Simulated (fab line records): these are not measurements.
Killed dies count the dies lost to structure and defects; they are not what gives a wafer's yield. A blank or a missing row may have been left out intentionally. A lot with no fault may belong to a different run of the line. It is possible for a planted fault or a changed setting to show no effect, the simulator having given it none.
fab line records + flow n5_finfet
record
- lots=8
- wafers=24
- last_day=17
route steps=1938 shown MOL_CONTACT_COAG@554 BEOL_M4@1111
lots that met no fault: from a run of the same line without faults
start_h: the number of hours between the record's first day and the start of the first shown wafer of the lot + wait_h: how many hours have passed since the lot's step before this one + " the same as in the row above + L1.1+2: several wafers, shown together as one row + - no value, or no start given + * or withheld: withheld + < > ~ a bound
route shown NAME@n: names a module that has steps shown in the file, with the first one's number in the route + usual: mean and standard deviation over wafers with no fault + same: alike in all rows + chamber/n: place in a boat + sites: each site's reading + _std_site: standard deviation of those values + _edge_site: mean of outer sites minus mean of inner sites + radius_mm: for every site, how far away it sits from the centre of the wafer + mask NAME#n: copy n + behind: the tool/chamber that last shaped the wafer + hold: reason for holding the lot/hours on hold/outcome of the hold + device: names the non-switching transistor (n, p or np) + end of line: the route-end tests of the same wafers + a step given without rows: its recipe and nothing more + killed: dies lost to structure and defects at the first sort, not the wafer's yield + map: dies across one wafer; x = killed, . = not, _ = none there
set.NAME: the setting as run; set.NAME@STEP: as run at that earlier step + model.NAME: the simulator's own value behind a step, which no gauge read
the route's steps for a sample of lots (tables are steps, rows are wafers)
services: a tool's chamber out of use, with start hour (start_h, from the record's first day; less than 0 if before it), hours out, and reason
## steps
# step N5_MOL_CONTACT_COAG_CMP_23
# recipe
- stop_on=SiO2
- t_overpolish_s=1.5
- post_cmp_clean=cu_alkaline
- down_force_psi=2
- platen_rpm=50.289
- pad_velocity_m_s=1.0006
- target_thk_nm=0
# usual
- motor_current_A=8.0/0.52
- overpolish_run_s=1.501/0.0091
- slurry_filter_dp_kPa=13.50/0.14
- time_to_endpoint_s=8.9/2.3
# same
- t_overpolish_s=1.5
| lot.wafer | tool   | chamber | start_h | wait_h | motor_current_A | overpolish_run_s | slurry_filter_dp_kPa | time_to_endpoint_s |
|-----------|--------|---------|---------|--------|-----------------|------------------|----------------------|--------------------|
| L519.2    | cmp-04 | 3       | 136.39  | 0.0    | 8.8             | 1.499            | 13.40                | 7.9                |
| L519.3    | "      | 0       | "       | "      | 7.6             | 1.499            | 13.47                | 9.1                |
| L519.6    | "      | 3       | "       | "      | 8.6             | 1.507            | 13.63                | 10.5               |
| L520.1    | cmp-02 | 1       | 144.75  | 0.1    | 7.1             | 1.508            | 13.58                | 10.2               |
| L520.4    | "      | 2       | "       | "      | 8.1             | 1.516            | 13.56                | 10.3               |
| L520.5    | "      | 1       | "       | "      | 7.6             | 1.498            | 13.69                | 13.4               |
| L522.3    | cmp-01 | 3       | 161.92  | 0.0    | 9.3             | 1.498            | 13.61                | 9.7                |
| L522.1    | "      | 2       | "       | "      | 8.6             | 1.514            | 13.75                | 10.1               |
| L522.6    | "      | 3       | "       | "      | 9.1             | 1.499            | 13.53                | 9.1                |
| L523.4    | cmp-01 | 1       | 174.69  | 0.0    | 8.2             | 1.485            | 13.66                | 12.5               |
| L523.1    | "      | 3       | "       | "      | 9.3             | 1.506            | 13.41                | 12.7               |
| L523.5    | "      | 1       | "       | "      | 8.1             | 1.504            | 13.34                | 9.2                |
| L527.2    | cmp-01 | 0       | 189.92  | 0.2    | 7.5             | 1.491            | 13.56                | 9.8                |
| L527.4    | "      | 1       | "       | "      | 8.0             | 1.495            | 13.55                | 8.1                |
| L527.3    | "      | 3       | "       | "      | 9.0             | 1.485            | 13.69                | 7.5                |
| L532.1    | cmp-01 | 0       | 218.36  | 0.0    | 8.3             | 1.522            | 13.56                | 9.3                |
| L532.2    | "      | 1       | "       | "      | 8.3             | 1.489            | 13.50                | 8.7                |
| L532.4    | "      | 3       | "       | "      | 9.0             | 1.506            | 13.64                | 7.3                |
| L533.3    | cmp-02 | 2       | 221.99  | 0.1    | 8.0             | 1.500            | 13.44                | 8.9                |
| L533.2    | "      | 3       | "       | "      | 7.9             | 1.500            | 13.35                | 9.3                |
| L533.6    | "      | 2       | "       | "      | 8.7             | 1.502            | 13.34                | 8.5                |
| L535.3    | cmp-01 | 2       | 234.17  | 0.1    | 8.3             | 1.496            | 13.24                | 8.4                |
| L535.2    | "      | 3       | "       | "      | 8.8             | 1.509            | 13.52                | 8.7                |
| L535.5    | "      | 1       | "       | "      | 8.7             | 1.516            | 13.37                | 8.1                |
# step N5_MOL_CONTACT_COAG_DESCUM_88
# recipe
- chemistry=O2
- time_s=7
- source_power_w=50
- bias_power_w=20
- pressure_mtorr=20
- rf_frequency_hz=2.712e+07
- temp_c=40
- resist=CAR-EUV
- o2_flow_sccm=225
# usual
- drypump_motor_current_A=5.8/0.48
- o2_flow_sccm=225.1/0.69
- oes_product_au=0.77/0.085
- rf_vpp_V=244.3/1
- showerhead_plenum_p_Torr=2.15/0.039
- throttle_valve_pct=20.35/0.21
| lot.wafer | tool        | chamber | start_h | wait_h | drypump_motor_current_A | o2_flow_sccm | oes_product_au | rf_hours_counter_h | rf_vpp_V | showerhead_plenum_p_Torr | throttle_valve_pct |
|-----------|-------------|---------|---------|--------|-------------------------|--------------|----------------|--------------------|----------|--------------------------|--------------------|
| L519.2    | rie_diel-05 | 3       | 140.99  | 0.2    | 5.7                     | 225.3        | 0.68           | 230                | 242.4    | 2.07                     | 20.80              |
| L519.3    | "           | 2       | "       | "      | 5.9                     | 224.7        | 0.70           | 233                | 243.3    | 2.13                     | 20.52              |
| L519.6    | "           | 1       | "       | "      | 5.1                     | 224.2        | 0.77           | -                  | 244.6    | 2.10                     | 20.05              |
| L520.1    | rie_diel-05 | 2       | 149.00  | 0.3    | 5.9                     | 225.0        | 0.68           | 235                | 242.9    | 2.13                     | 20.52              |
| L520.4    | "           | 0       | "       | "      | 6.4                     | 225.4        | 0.71           | 191                | 244.6    | 2.15                     | 20.13              |
| L520.5    | "           | 0       | "       | "      | 6.4                     | 226.3        | 0.72           | -                  | 243.9    | 2.15                     | 20.14              |
| L522.1    | rie_diel-01 | 3       | 165.94  | 0.4    | 6.3                     | 226.5        | 0.73           | 204                | 243.7    | 2.14                     | 20.26              |
| L522.3    | "           | 0       | "       | "      | 6.4                     | 226.1        | 0.75           | 177                | 244.8    | 2.18                     | 20.35              |
| L522.6    | "           | 1       | "       | "      | 5.7                     | 225.8        | 0.79           | -                  | 246.3    | 2.20                     | 20.35              |
| L523.1    | rie_diel-05 | 2       | 178.50  | 0.0    | 5.9                     | 224.5        | 0.69           | 243                | 243.9    | 2.13                     | 20.55              |
| L523.4    | "           | 3       | "       | "      | 5.7                     | 224.9        | 0.67           | 240                | 242.9    | 2.06                     | 20.82              |
| L523.5    | "           | 0       | "       | "      | 6.4                     | 225.8        | 0.72           | -                  | 243.6    | 2.15                     | 20.15              |
| L527.2    | rie_diel-05 | 0       | 193.86  | 0.0    | 6.4                     | 225.2        | 0.71           | 205                | 243.9    | 2.15                     | 20.16              |
| L527.3    | "           | 1       | "       | "      | 5.0                     | 225.1        | 0.75           | 143                | 243.2    | 2.09                     | 20.08              |
| L527.4    | "           | 2       | "       | "      | 6.0                     | 224.5        | 0.68           | 247                | 242.8    | 2.13                     | 20.54              |
| L532.1    | rie_diel-05 | 2       | 222.22  | 0.0    | 6.0                     | 223.8        | 0.95           | 2                  | 244.5    | 2.13                     | 20.19              |
| L532.2    | "           | 1       | "       | "      | 5.1                     | 223.6        | 0.74           | 154                | 244.7    | 2.09                     | 20.11              |
| L532.4    | "           | 2       | "       | "      | 5.9                     | 224.4        | 0.96           | -                  | 244.1    | 2.13                     | 20.20              |
| L533.2    | rie_diel-05 | 0       | 225.71  | 0.0    | 6.4                     | 225.5        | 0.70           | 219                | 244.8    | 2.14                     | 20.17              |
| L533.3    | "           | 2       | "       | "      | 5.9                     | 226.8        | 0.93           | 5                  | 244.1    | 2.13                     | 20.18              |
| L533.6    | "           | 2       | "       | "      | 5.9                     | 224.5        | 0.94           | -                  | 244.1    | 2.13                     | 20.19              |
| L535.2    | rie_diel-01 | 1       | 238.35  | 0.2    | 5.7                     | 226.2        | 0.76           | 132                | 244.2    | 2.19                     | 20.40              |
| L535.3    | "           | 2       | "       | "      | 5.2                     | 225.5        | 0.91           | 22                 | 244.6    | 2.15                     | 20.60              |
| L535.5    | "           | 1       | "       | "      | 5.7                     | 226.3        | 0.75           | -                  | 243.9    | 2.19                     | 20.39              |
# step N5_MOL_CONTACT_COAG_ETCH_90
# recipe
- chemistry=CF4
- target=SiARC
- target_depth_a=130
- mask_material=CAR-EUV
- time_s=21.7
- ion_energy_ev=80
- pressure_mtorr=40
- source_w=545
- bias_w=36
- Ar_flow_sccm=100
- cf4_flow_sccm=100
- ends=cleared
# usual
- drypump_motor_current_A=5.8/0.49
- etch_rf_on_time_s=21.8/0.39
- oes_product_au=0.66/0.07
- rf_vpp_V=184.7/1
- showerhead_plenum_p_Torr=2.19/0.039
- throttle_valve_pct=15.55/0.21
| lot.wafer | tool        | chamber | start_h | wait_h | drypump_motor_current_A | etch_rf_on_time_s | oes_product_au | rf_hours_counter_h | rf_vpp_V | showerhead_plenum_p_Torr | throttle_valve_pct |
|-----------|-------------|---------|---------|--------|-------------------------|-------------------|----------------|--------------------|----------|--------------------------|--------------------|
| L519.2    | rie_diel-05 | 3       | 141.04  | 0.0    | 5.7                     | 22.4              | 0.58           | 230                | 182.7    | 2.11                     | 15.94              |
| L519.3    | "           | 2       | "       | "      | 5.9                     | 22.0              | 0.61           | 233                | 184.2    | 2.20                     | 15.88              |
| L519.6    | "           | 1       | "       | "      | 5.1                     | 21.5              | 0.67           | -                  | 182.6    | 2.14                     | 15.21              |
| L520.1    | rie_diel-05 | 2       | 149.05  | 0.0    | 5.9                     | 22.3              | 0.60           | 235                | 185.7    | 2.20                     | 15.90              |
| L520.4    | "           | 0       | "       | "      | 6.4                     | 22.6              | 0.61           | 191                | 185.6    | 2.21                     | 15.40              |
| L520.5    | "           | 0       | "       | "      | 6.4                     | 22.5              | 0.61           | -                  | 185.6    | 2.21                     | 15.38              |
| L522.1    | rie_diel-01 | 3       | 165.99  | 0.0    | 6.3                     | 22.0              | 0.62           | 204                | 185.7    | 2.22                     | 15.73              |
| L522.3    | "           | 0       | "       | "      | 6.3                     | 21.8              | 0.64           | 177                | 184.9    | 2.22                     | 15.54              |
| L522.6    | "           | 1       | "       | "      | 5.7                     | 21.8              | 0.67           | -                  | 184.6    | 2.23                     | 15.45              |
| L523.1    | rie_diel-05 | 2       | 178.55  | 0.0    | 5.9                     | 21.9              | 0.60           | 243                | 184.1    | 2.20                     | 15.90              |
| L523.4    | "           | 3       | "       | "      | 5.7                     | 22.1              | 0.58           | 240                | 184.1    | 2.11                     | 15.96              |
| L523.5    | "           | 0       | "       | "      | 6.4                     | 21.9              | 0.61           | -                  | 183.6    | 2.20                     | 15.40              |
| L527.2    | rie_diel-05 | 0       | 193.91  | 0.0    | 6.4                     | 22.1              | 0.61           | 205                | 185.6    | 2.20                     | 15.41              |
| L527.3    | "           | 1       | "       | "      | 5.1                     | 21.4              | 0.66           | 143                | 184.3    | 2.13                     | 15.23              |
| L527.4    | "           | 2       | "       | "      | 5.9                     | 22.3              | 0.59           | 247                | 184.7    | 2.20                     | 15.91              |
| L532.1    | rie_diel-05 | 2       | 222.28  | 0.0    | 6.0                     | 12.6              | 1.14           | 2                  | 183.9    | 2.19                     | 15.45              |
| L532.2    | "           | 1       | "       | "      | 5.1                     | 12.6              | 0.90           | 154                | 183.7    | 2.13                     | 15.27              |
| L532.4    | "           | 2       | "       | "      | 5.9                     | 12.6              | 1.15           | -                  | 184.9    | 2.19                     | 15.43              |
| L533.2    | rie_diel-05 | 0       | 225.77  | 0.0    | 6.4                     | 13.0              | 0.84           | 219                | 184.6    | 2.20                     | 15.44              |
| L533.3    | "           | 2       | "       | "      | 6.0                     | 12.6              | 1.13           | 5                  | 186.8    | 2.19                     | 15.45              |
| L533.6    | "           | 2       | "       | "      | 5.9                     | 12.6              | 1.14           | -                  | 184.1    | 2.19                     | 15.45              |
| L535.2    | rie_diel-01 | 1       | 238.40  | 0.0    | 5.7                     | 21.4              | 0.66           | 132                | 184.8    | 2.22                     | 15.51              |
| L535.3    | "           | 2       | "       | "      | 5.2                     | 21.9              | 0.77           | 22                 | 182.6    | 2.18                     | 15.62              |
| L535.5    | "           | 1       | "       | "      | 5.7                     | 21.6              | 0.65           | -                  | 185.1    | 2.22                     | 15.50              |
# step N5_MOL_CONTACT_COAG_VIA_ETCH_46
# recipe
- chemistry=C4F6/O2
- target_depth_a=460
- overetch_a=92
- mask_material=SOC
- target=SiO2
- bias_w=455
- pressure_mtorr=10
- time_s=40
- source_w=325
- Ar_flow_sccm=300
- C4F6_flow_sccm=10
- O2_flow_sccm=10
- ion_energy_ev=575.3
- ends=end_point
# usual
- C4F6_flow_sccm=10.00/0.032
- drypump_motor_current_A=5.7/0.48
- oes_product_au=0.69/0.073
- rf_vpp_V=1588/23
- showerhead_plenum_p_Torr=2.91/0.061
- throttle_valve_pct=40.9/0.4
| lot.wafer | tool        | chamber | start_h | wait_h | C4F6_flow_sccm | drypump_motor_current_A | oes_product_au | rf_hours_counter_h | rf_vpp_V | showerhead_plenum_p_Torr | throttle_valve_pct |
|-----------|-------------|---------|---------|--------|----------------|-------------------------|----------------|--------------------|----------|--------------------------|--------------------|
| L519.2    | rie_diel-05 | 1       | 141.46  | 0.0    | 9.98           | 5.1                     | 0.70           | 127                | 1545     | 2.82                     | 40.3               |
| L519.3    | "           | 0       | "       | "      | 10.01          | 6.4                     | 0.65           | 189                | 1588     | 2.94                     | 40.9               |
| L519.6    | "           | 1       | "       | "      | 9.97           | 5.1                     | 0.70           | -                  | 1545     | 2.82                     | 40.3               |
| L520.1    | rie_diel-01 | 1       | 149.49  | 0.0    | 10.00          | 5.7                     | 0.70           | 96                 | 1580     | 2.97                     | 40.5               |
| L520.4    | "           | 3       | "       | "      | 9.93           | 6.3                     | 0.67           | 196                | 1607     | 2.93                     | 40.5               |
| L520.5    | "           | 3       | "       | "      | 9.94           | 6.3                     | 0.66           | -                  | 1608     | 2.93                     | 40.5               |
| L522.1    | rie_diel-05 | 1       | 166.44  | 0.0    | 10.03          | 5.1                     | 0.68           | 135                | 1541     | 2.82                     | 40.3               |
| L522.3    | "           | 0       | "       | "      | 10.03          | 6.5                     | 0.64           | 197                | 1587     | 2.94                     | 40.9               |
| L522.6    | "           | 1       | "       | "      | 10.03          | 5.1                     | 0.69           | -                  | 1541     | 2.81                     | 40.3               |
| L523.1    | rie_diel-01 | 1       | 179.21  | 0.0    | 10.01          | 5.7                     | 0.70           | 109                | 1581     | 2.96                     | 40.6               |
| L523.4    | "           | 2       | "       | "      | 9.90           | 5.2                     | 0.88           | 1                  | 1583     | 2.91                     | 41.1               |
| L523.5    | "           | 1       | "       | "      | 10.08          | 5.7                     | 0.70           | -                  | 1580     | 2.96                     | 40.6               |
| L527.2    | rie_diel-05 | 2       | 194.33  | 0.0    | 10.03          | 6.0                     | 0.62           | 247                | 1588     | 2.90                     | 40.9               |
| L527.3    | "           | 0       | "       | "      | 9.97           | 6.4                     | 0.64           | 205                | 1586     | 2.93                     | 40.9               |
| L527.4    | "           | 1       | "       | "      | 9.98           | 5.1                     | 0.67           | 143                | 1542     | 2.81                     | 40.3               |
| L532.1    | rie_diel-05 | 1       | 222.73  | 0.0    | 9.94           | 5.1                     | 0.67           | 155                | 1542     | 2.81                     | 40.3               |
| L532.2    | "           | 0       | "       | "      | 9.98           | 6.4                     | 0.62           | 216                | 1585     | 2.93                     | 40.9               |
| L532.4    | "           | 2       | "       | "      | 9.99           | 5.9                     | 0.85           | -                  | 1590     | 2.89                     | 40.8               |
| L533.2    | rie_diel-05 | 0       | 226.33  | 0.0    | 9.99           | 6.4                     | 0.62           | 219                | 1586     | 2.93                     | 40.9               |
| L533.3    | "           | 1       | "       | "      | 9.93           | 5.1                     | 0.66           | 157                | 1543     | 2.81                     | 40.3               |
| L533.6    | "           | 2       | "       | "      | 9.98           | 5.9                     | 0.84           | -                  | 1588     | 2.89                     | 40.7               |
| L535.2    | rie_diel-03 | 3       | 238.94  | 0.0    | 10.01          | 5.3                     | 0.62           | 219                | 1582     | 2.92                     | 41.2               |
| L535.3    | "           | 1       | "       | "      | 10.03          | 5.3                     | 0.75           | 59                 | 1581     | 2.90                     | 41.2               |
| L535.5    | "           | 0       | "       | "      | 10.02          | 5.8                     | 0.78           | -                  | 1630     | 3.01                     | 40.8               |
# step N5_BEOL_M4_RC_MEAS_101
# usual
- DIBL_N=37.0/1.7
- DIBL_P=36.7/2
- IOFF_N=0.17/0.035
- IOFF_P=0.22/0.035
- ION_N=672/12
- ION_P=461/7.5
- SS_N=71.6/0.67
- SS_P=73.4/0.64
- VT_N=250/3.5
- VT_P=-250/3.5
| lot.wafer | tool      | chamber | start_h | wait_h | DIBL_N[mV/V] | DIBL_P[mV/V] | IOFF_N[nA/um] | IOFF_P[nA/um] | ION_N[uA/um] | ION_P[uA/um] | SS_N[mV/dec] | SS_P[mV/dec] | VT_N[mV] | VT_P[mV] |
|-----------|-----------|---------|---------|--------|--------------|--------------|---------------|---------------|--------------|--------------|--------------|--------------|----------|----------|
| L519.2    | prober-01 | 0       | 213.50  | 0.2    | 36.4         | 35.2         | 0.15          | 0.18          | 681          | 461          | 71.3         | 72.5         | 251      | -253     |
| L519.3    | "         | 0       | "       | "      | 38.4         | 37.3         | 0.18          | 0.22          | 685          | 458          | 72.1         | 72.7         | 248      | -252     |
| L519.6    | "         | 0       | "       | "      | 38.2         | 37.7         | 0.18          | 0.23          | 691          | 469          | 72.2         | 73.2         | 249      | -252     |
| L520.1    | prober-02 | 0       | 216.00  | 0.0    | 38.4         | 38.6         | 0.21          | 0.24          | 705          | 469          | 72.5         | 73.6         | 246      | -246     |
| L520.4    | "         | 0       | "       | "      | 38.6         | 38.4         | 0.21          | 0.25          | 695          | 471          | 72.0         | 73.5         | 244      | -246     |
| L520.5    | "         | 0       | "       | "      | 42.0         | 41.3         | 0.31          | 0.29          | 695          | 463          | 73.7         | 75.1         | 243      | -246     |
| L522.1    | prober-02 | 0       | 226.97  | 0.0    | 34.3         | 35.1         | 0.13          | 0.18          | 666          | 454          | 70.0         | 72.4         | 252      | -253     |
| L522.3    | "         | 0       | "       | "      | 36.5         | 36.9         | 0.17          | 0.20          | 675          | 460          | 71.4         | 74.1         | 249      | -253     |
| L522.6    | "         | 0       | "       | "      | 35.7         | 35.4         | 0.15          | 0.18          | 666          | 454          | 71.4         | 73.5         | 253      | -255     |
| L523.1    | prober-01 | 0       | 237.41  | 0.0    | 36.9         | 36.1         | 0.18          | 0.26          | 687          | 471          | 71.7         | 72.8         | 245      | -244     |
| L523.4    | "         | 0       | "       | "      | 35.7         | 34.7         | 0.16          | 0.23          | 680          | 470          | 70.2         | 73.1         | 247      | -245     |
| L523.5    | "         | 0       | "       | "      | 39.5         | 39.5         | 0.24          | 0.33          | 693          | 475          | 72.4         | 73.8         | 243      | -242     |
| L527.2    | prober-02 | 0       | 250.05  | 0.2    | 37.9         | 37.6         | 0.20          | 0.24          | 662          | 461          | 72.1         | 73.2         | 247      | -247     |
| L527.3    | "         | 0       | "       | "      | 37.5         | 37.4         | 0.17          | 0.24          | 668          | 462          | 71.8         | 73.2         | 249      | -250     |
| L527.4    | "         | 0       | "       | "      | 35.4         | 35.6         | 0.14          | 0.21          | 665          | 464          | 71.1         | 73.1         | 251      | -249     |
| L535.2    | prober-02 | 0       | 300.09  | 0.2    | 37.0         | 35.8         | 0.15          | 0.21          | 680          | 467          | 71.1         | 73.7         | 250      | -247     |
| L535.3    | "         | 0       | "       | "      | 35.9         | 34.6         | 0.13          | 0.19          | 658          | 460          | 70.7         | 72.8         | 251      | -250     |
| L535.5    | "         | 0       | "       | "      | 39.1         | 38.2         | 0.19          | 0.25          | 690          | 470          | 72.1         | 73.5         | 246      | -248     |
| L532.1    | prober-01 | 0       | 300.21  | 0.0    | 36.6         | 36.0         | 0.14          | 0.21          | 662          | 460          | 72.5         | 72.9         | 251      | -250     |
| L532.2    | "         | 0       | "       | "      | 36.6         | 35.7         | 0.15          | 0.21          | 669          | 464          | 71.4         | 73.2         | 253      | -249     |
| L532.4    | "         | 0       | "       | "      | 37.1         | 36.4         | 0.16          | 0.21          | 672          | 461          | 71.9         | 73.1         | 251      | -250     |
| L533.2    | prober-02 | 0       | 302.36  | 0.2    | 36.6         | 36.8         | 0.13          | 0.17          | 658          | 447          | 71.6         | 73.4         | 256      | -257     |
| L533.3    | "         | 0       | "       | "      | 39.4         | 40.1         | 0.18          | 0.21          | 662          | 452          | 72.6         | 73.8         | 249      | -251     |
| L533.6    | "         | 0       | "       | "      | 38.0         | 38.7         | 0.15          | 0.19          | 664          | 454          | 71.6         | 74.3         | 253      | -254     |
## services
| tool        | chamber | start_h | hours | kind                          |
|-------------|---------|---------|-------|-------------------------------|
| cmp-04      | -       | 114.53  | 4.0   | pm                            |
| rie_diel-03 | 0       | 131.31  | 33.0  | repair                        |
| rie_diel-03 | 1       | 139.08  | 7.7   | repair                        |
| cmp-02      | -       | 140.98  | 2.3   | repair                        |
| cmp-04      | -       | 144.25  | 4.9   | pm                            |
| cmp-01      | -       | 148.66  | 2.2   | repair                        |
| rie_diel-01 | 2       | 153.55  | -     | clean                         |
| rie_diel-05 | -       | 156.32  | 4.3   | pm                            |
| cmp-01      | -       | 174.91  | 4.0   | pm                            |
| cmp-01      | -       | 180.08  | 0.8   | repair                        |
| rie_diel-01 | 1       | 182.08  | 1.6   | repair                        |
| cmp-02      | -       | 187.36  | 5.6   | pm                            |
| rie_diel-05 | 2       | 202.05  | -     | clean                         |
| rie_diel-05 | 2       | 202.05  | -     | consumable_replace:focus_ring |
| rie_diel-05 | 2       | 202.05  | 14.4  | scheduled_down                |
| rie_diel-05 | 2       | 202.05  | 14.4  | vent_cycle                    |
| rie_diel-05 | 3       | 216.48  | -     | clean                         |
| rie_diel-05 | 3       | 216.48  | -     | consumable_replace:focus_ring |
| rie_diel-05 | 3       | 216.48  | 20.3  | scheduled_down                |
| rie_diel-05 | 3       | 216.48  | 20.3  | vent_cycle                    |
| cmp-04      | -       | 225.44  | 6.5   | pm                            |
| rie_diel-05 | -       | 228.13  | 0.4   | repair                        |
| cmp-04      | -       | 233.70  | 2.4   | repair                        |
| rie_diel-01 | 3       | 235.05  | 61.9  | repair                        |
## key
first_sign
- step=N5_MOL_CONTACT_COAG_ETCH_90
- reading=etch_rf_on_time_s
- direction=down
- sigmas=23
- usual=*
- struck=*
effect
- step=N5_MOL_CONTACT_COAG_ETCH_90
- reading=oes_product_au
- direction=up
- sigmas=5.6
- usual=0.66
- struck=1.05
met_at N5_MOL_CONTACT_COAG_ETCH_90
struck_lots L532,L533
not_acting_at N5_MOL_CONTACT_COAG_CMP_23,N5_MOL_CONTACT_COAG_DESCUM_88,N5_MOL_CONTACT_COAG_VIA_ETCH_46
onset_between 193.91 222.28
fault
- kind=process_parameter_drift
- tool=rie_diel-05
- chamber=-
- onset_h=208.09
- steps=N5_MOL_CONTACT_COAG_ETCH_90
- channel=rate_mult
- offset=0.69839
- shape=step
- end_h=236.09
